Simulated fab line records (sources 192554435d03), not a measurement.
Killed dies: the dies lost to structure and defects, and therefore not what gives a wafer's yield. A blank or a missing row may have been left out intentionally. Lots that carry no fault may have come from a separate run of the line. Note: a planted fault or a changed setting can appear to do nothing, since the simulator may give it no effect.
Commonality check across tools    flow n5_finfet    Sampled: 11 lots, 31 wafers

## WHY THIS WAS OPENED
On 1 of the 11 lots, a flag is raised at N5_PASSIVATION_CD_MEAS_30 on the reading cd_nm. Wafers without a fault read 4000.9 nm, standard deviation 2.3.
Rule: a lot gets a flag if all its wafers with a number sit over 4 standard deviations from that mean, or if no wafer of it has a number. The other lots count as sound.

lot   measured      on         cd_nm (nm), wafer by wafer  flag
L671  day 12 08:48  cd_sem-03  4003.3 4003.7 4002.6        
L676  day 13 11:46  cd_sem-01  4002.5 4002.4 4004.5        
L678  day 13 18:22  cd_sem-03  3999.7 4002.2               
L683  day 14 20:14  cd_sem-01  4005.3 4001.7 4002.7        
L681  day 15 00:25  cd_sem-03  3999.3 3999.9 4001.3        
L684  day 15 01:31  cd_sem-01  4000.1 4003.4 4001.8        
L685  day 15 14:28  cd_sem-03  3998.0 4001.5 3998.7        
L688  day 16 16:12  cd_sem-01  4015.3 4027.7 4015.3        FLAGGED
L691  day 17 03:25  cd_sem-03  4004.6 3996.6 3999.1        
L692  day 17 08:41  cd_sem-03  3999.2 4003.2               
L693  day 17 13:44  cd_sem-01  4000.0 3999.3 4002.4        
On average the flagged lots' numbers are 4019.4 nm, which is +18.5 nm against the usual, or +8 standard deviations.

## WHICH TOOL EACH LOT WENT THROUGH
The record holds 3 process steps before the reading, out of a route of 1938 steps. Every cell lists first the tool, next ch and the chambers used by the sampled wafers, and last the start.
lot   flag     N5_MIM_TOP_ETCH_STRIP_01            N5_MIM_BOT_ETCH_ETCH_00            N5_PASSIVATION_EXPOSE_27
L671           rie_diel-04 ch 0,2,3, day 12 04:15  rie_metal-01 ch 0,1, day 12 05:22  krf_scanner-02 ch 0, day 12 08:37
L676           rie_diel-02 ch 0,1,2, day 13 07:32  rie_metal-03 ch 1, day 13 08:31    krf_scanner-01 ch 0, day 13 11:36
L678           rie_diel-02 ch 1,2, day 13 11:19    rie_metal-02 ch 0,1, day 13 12:17  krf_scanner-02 ch 0, day 13 18:12
L683           rie_diel-02 ch 0,1,3, day 14 16:16  rie_metal-03 ch 0,1, day 14 17:08  krf_scanner-01 ch 0, day 14 20:04
L681           rie_diel-06 ch 0,3, day 14 17:58    rie_metal-01 ch 0,1, day 14 19:22  krf_scanner-01 ch 0, day 15 00:15
L684           rie_diel-04 ch 2,3, day 14 20:50    rie_metal-01 ch 0,1, day 14 21:43  krf_scanner-01 ch 0, day 15 01:20
L685           rie_diel-02 ch 1,2,3, day 15 11:07  rie_metal-02 ch 1, day 15 11:52    krf_scanner-01 ch 0, day 15 14:17
L688  FLAGGED  rie_diel-02 ch 0,1,2, day 16 12:38  rie_metal-02 ch 0,1, day 16 13:23  krf_scanner-02 ch 0, day 16 16:01
L691           rie_diel-06 ch 1,2,3, day 16 23:45  rie_metal-02 ch 1, day 17 00:31    krf_scanner-01 ch 0, day 17 03:14
L692           rie_diel-04 ch 0, day 17 01:27      rie_metal-03 ch 0,1, day 17 02:20  krf_scanner-01 ch 0, day 17 08:31
L693           rie_diel-04 ch 2,3, day 17 08:44    rie_metal-01 ch 0,1, day 17 09:29  krf_scanner-01 ch 0, day 17 13:34
What is done by these steps:
- N5_MIM_TOP_ETCH_STRIP_01: strips in O2.
- N5_MIM_BOT_ETCH_ETCH_00: etches TiN in Cl2/BCl3, target depth 45.5 nm.
- N5_PASSIVATION_EXPOSE_27: exposes mask PAD, defocus 0 nm.
- N5_PASSIVATION_CD_MEAS_30: target cd 4000 nm.

## FLAGGED OVER TOTAL, TOOL BY TOOL (the gauges that took the reading come last)
step                       tool            lots run  flagged  share of the flagged lots  sound lots run after its first flagged lot
N5_MIM_TOP_ETCH_STRIP_01   rie_diel-02     5         1        all                        0
N5_MIM_TOP_ETCH_STRIP_01   rie_diel-04     4         0        none                       -
N5_MIM_TOP_ETCH_STRIP_01   rie_diel-06     2         0        none                       -
N5_MIM_BOT_ETCH_ETCH_00    rie_metal-01    4         0        none                       -
N5_MIM_BOT_ETCH_ETCH_00    rie_metal-02    4         1        all                        1 (L691)
N5_MIM_BOT_ETCH_ETCH_00    rie_metal-03    3         0        none                       -
N5_PASSIVATION_EXPOSE_27   krf_scanner-01  8         0        none                       -
N5_PASSIVATION_EXPOSE_27   krf_scanner-02  3         1        all                        0
N5_PASSIVATION_CD_MEAS_30  cd_sem-01       5         1        all                        1 (L693)
N5_PASSIVATION_CD_MEAS_30  cd_sem-03       6         0        none                       -

## WHAT IS ALLOWED BY THE TABLE
4 rows of the table ran every flagged lot: rie_diel-02 at N5_MIM_TOP_ETCH_STRIP_01, rie_metal-02 at N5_MIM_BOT_ETCH_ETCH_00, krf_scanner-02 at N5_PASSIVATION_EXPOSE_27, cd_sem-01 at N5_PASSIVATION_CD_MEAS_30.
- rie_diel-02 at N5_MIM_TOP_ETCH_STRIP_01: 1 of its 5 lots flagged. Its last sound lot is L685 (day 15 11:07), its first flagged lot L688 (day 16 12:38): a fault that began between those two fits.
- rie_metal-02 at N5_MIM_BOT_ETCH_ETCH_00: 1 of its 4 lots flagged. Sound lots ran on it after the first flagged one (L691), which a lasting fault on the whole tool wouldn't allow.
- krf_scanner-02 at N5_PASSIVATION_EXPOSE_27: 1 of its 3 lots flagged. Its last sound lot is L678 (day 13 18:12), its first flagged lot L688 (day 16 16:01): a fault that began between those two fits.
- cd_sem-01 at N5_PASSIVATION_CD_MEAS_30: 1 of its 5 lots flagged. Sound lots ran on it after the first flagged one (L693), which a lasting fault on the whole tool wouldn't allow.
These 2 tools cannot be told apart by counting lots, since each of them fits a fault that started at some hour. More lots, or a look at what each step does to the wafer, might.

## WHAT THE SIMULATOR PUT IN
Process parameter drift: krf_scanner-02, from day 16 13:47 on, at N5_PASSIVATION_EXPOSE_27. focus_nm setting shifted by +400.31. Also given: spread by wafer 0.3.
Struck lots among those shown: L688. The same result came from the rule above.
